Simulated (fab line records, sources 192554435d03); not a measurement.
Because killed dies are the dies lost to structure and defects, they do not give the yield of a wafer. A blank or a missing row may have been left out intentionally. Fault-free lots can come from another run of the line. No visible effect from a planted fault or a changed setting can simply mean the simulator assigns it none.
Matching of chambers -- flow n5 finfet -- rie diel-03 running N5_BEOL_M7_ETCH_61: 4 sister chambers
The step etches SiARC in CF4, target depth 45.5 nm, time 75.8 s. 4 wafers are shown with their chamber, then 8 later ones without.

== WAFERS, EACH WITH ITS CHAMBER ==
wafer,chamber,etch rf on time s (s)
L087.2,0,74.5
L087.5,3,78.4
L090.5,1,74.2
L092.1,2,75.8

== WAFERS MISSING THEIR CHAMBER ==
wafer,etch rf on time s (s)
L092.2,74.2
L092.4,73.6
L094.2,77.2
L094.5,77.1
L094.6,74.4
L095.1,76.1
L095.2,73.9
L095.4,77.1

== WHICH CHAMBER EACH WENT THROUGH ==
wafer,from the rows above,in truth
L092.2,can't be placed: 1 or 0 or 2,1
L092.4,can't be placed: 1 or 0 or 2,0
L094.2,can't be placed: 3 or 2 or 0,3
L094.5,can't be placed: 2 or 3 or 0 or 1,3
L094.6,can't be placed: 0 or 1 or 2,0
L095.1,can't be placed: 2 or 0 or 1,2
L095.2,can't be placed: 1 or 0 or 2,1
L095.4,can't be placed: 2 or 3 or 0 or 1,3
Correct placement for 0 of the 8. Unplaceable from these rows: 8, with the true chamber sitting among the candidates in 8. Number placed wrongly: 0.
How it was worked out, from the rows above alone: a wafer's distance from a chamber is the root of the sum, over the readings, of the square of ((its reading less the chamber's mean) divided by the reading's scatter). The wafer belongs to the nearest chamber; if the next one is less than 2 further off, it can't be placed. For every chamber, the mean is computed from those of its wafers that are shown. The scatter (one wafer shown for each chamber): square how far every hidden wafer sits from the nearest shown wafer, average those squares and take the square root.
